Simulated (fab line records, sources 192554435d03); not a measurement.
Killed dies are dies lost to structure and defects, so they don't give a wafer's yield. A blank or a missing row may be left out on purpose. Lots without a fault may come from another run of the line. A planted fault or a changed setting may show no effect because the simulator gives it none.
Problem report in the 8D (eight disciplines) form, filled by code | flow n5_finfet | the parts of the form that need people (team, actions taken, sign-off) are left out

1. THE PROBLEM
spin_speed_rpm at N5_FIN_SAQP_COAT_50 reads a mean of 1191.3 rpm on 6 wafers of 2 lots; wafers without a fault read 1499.8 rpm with a standard deviation of 0.85. That is -99 or more standard deviations from the usual mean.
The step: time 60 s, resist thk 35 nm.
First seen on wafer L715.3, day 3 16:08, on litho_track-05. The record holds 27 wafers of 9 lots with a number at this step. Rule for "out", or "out of limits": more than 4 standard deviations from the usual mean. The other wafers with a number count as sound.

2. WHAT IT IS AND WHAT IT IS NOT
question                    | is                     | is not
which readings at this step | spin_speed_rpm         | -
which lots                  | L715, L716             | L708, L710, L714, L728, L729, L730, L731
which wafers of those lots  | all that have a number | -
read on which tools         | litho_track-05         | litho_track-02, litho_track-04
when                        | from day 3 16:08       | up to then (9 sound wafers); but 12 sound wafers of L728, L729, L730, L731 came after

3. SUSPECTS, AND WHAT RULES EACH OUT
Counting: a tool at a process step up to the reading stays a suspect if it ran every lot that is out and no sound lot after the first of them.
- litho_track-05 at N5_FIN_SAQP_COAT_50 (time 60 s, resist thk 35 nm): ruled out as a lasting fault. Sound lots L729 ran on it after its first lot that is out, L715 (day 3 16:08).
Left after counting: nothing in the record.

4. THE CAUSE (what the simulator had put in)
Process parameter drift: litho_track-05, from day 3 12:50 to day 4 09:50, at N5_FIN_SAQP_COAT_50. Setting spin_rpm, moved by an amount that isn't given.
Counting ruled it out, wrongly.

5. THE CHAIN OF EFFECTS, in route order
Each row: a reading whose mean over the struck wafers that have a number lies more than 3 standard deviations from the usual. Only readings for which the record gives a usual standard deviation are gone through. hours: the time from each lot's start at the first step in this table that gives one to its start at this step, as a median over the lots. sigmas: the change in usual standard deviations.
hours | step                | reading           | usual      | on struck wafers | change | sigmas
0     | N5_FIN_SAQP_COAT_50 | spin_speed_rpm    | 1499.8 rpm | 1191.3           | -308.5 | -99 or more
0     | N5_FIN_SAQP_ETCH_51 | etch_rf_on_time_s | 76.5 s     | 84.9             | +8.4   | +4.2
The process steps in it:
- N5_FIN_SAQP_COAT_50: time 60 s, resist thk 35 nm.
- N5_FIN_SAQP_ETCH_51: etches SiARC in CF4, target depth 45.5 nm, time 75.8 s.
Later measuring or inspecting steps at which every struck wafer that the step has a row for has a number for every such reading, and none has moved that far: N5_BEOL_M4_RC_MEAS_101.

6. WHAT WOULD HAVE CAUGHT IT SOONER
In this record the first reading out of limits was taken at day 3 16:08, 3 hours after the fault began at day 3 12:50.
